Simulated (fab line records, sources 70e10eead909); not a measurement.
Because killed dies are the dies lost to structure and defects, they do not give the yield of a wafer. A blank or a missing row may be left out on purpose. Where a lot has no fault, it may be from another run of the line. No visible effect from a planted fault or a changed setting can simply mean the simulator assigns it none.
Matching of chambers -- flow nand-harc -- 4 sister chambers for NHARC_A_STAIRCASE_DESCUM_252 on rie-diel-08
The step chemistry O2, time 3 s. 18 wafers are shown with their chamber, then 9 later ones without.

WAFERS PAIRED WITH THEIR CHAMBERS
wafer,chamber,showerhead-plenum-p-Torr (Torr),drypump-motor-current-A (A),throttle-valve-pct (%)
L074.1,2,1.93,5.60,11.308
L074.2,3,2.06,5.76,11.316
L074.5,1,2.06,5.92,11.305
L075.2,2,1.93,5.60,11.310
L075.4,0,1.94,6.20,11.316
L075.5,3,2.06,5.81,11.325
L080.3,3,2.06,5.78,11.299
L080.5,1,2.05,5.92,11.302
L080.6,3,2.06,5.75,11.305
L082.3,0,1.94,6.18,11.334
L082.4,2,1.92,5.64,11.312
L082.5,3,2.06,5.78,11.303
L084.2,1,2.05,5.89,11.311
L084.4,0,1.93,6.22,11.320
L084.6,3,2.05,5.78,11.315
L086.3,0,1.93,6.23,11.312
L086.4,1,2.05,5.91,11.306
L086.6,2,1.92,5.62,11.315

SIGNATURES, as means of the wafers listed above
reading,chamber 0,chamber 1,chamber 2,chamber 3,scatter within a chamber
showerhead-plenum-p-Torr,1.9350,2.0525,1.9250,2.0583,0.00506
drypump-motor-current-A,6.2075,5.9100,5.6150,5.7767,0.0195
throttle-valve-pct,11.32050,11.30600,11.31125,11.31050,0.00767
Rule: for a wafer and a chamber, the distance is found by dividing, reading by reading, the gap between the wafer's reading and the chamber's mean by the reading's scatter, squaring, summing and taking the root. The wafer belongs to the nearest chamber; if the next one is less than 2 further off, it can't be placed. The scatter: the root of (the sum of the squares of (reading less its chamber's mean) over the shown wafers, divided by (wafers less chambers)).

WAFERS WITH NO CHAMBER GIVEN
wafer,showerhead-plenum-p-Torr (Torr),drypump-motor-current-A (A),throttle-valve-pct (%)
L087.2,2.04,5.92,11.302
L087.5,1.93,6.26,11.323
L087.6,2.05,5.77,11.295
L090.3,1.93,6.24,11.298
L090.4,1.91,5.61,11.301
L090.5,1.93,6.27,11.311
L096.3,1.92,6.19,11.304
L096.5,1.92,6.22,11.291
L096.6,2.04,5.79,11.296

WHICH CHAMBER EACH ONE RAN IN
wafer,from the rows above,in truth
L087.2,1,1
L087.5,0,0
L087.6,3,3
L090.3,0,0
L090.4,2,2
L090.5,0,0
L096.3,0,0
L096.5,0,0
L096.6,3,3
Placed correctly: 9 of 9. Number that these rows cannot place: 0. 0 placed wrongly.
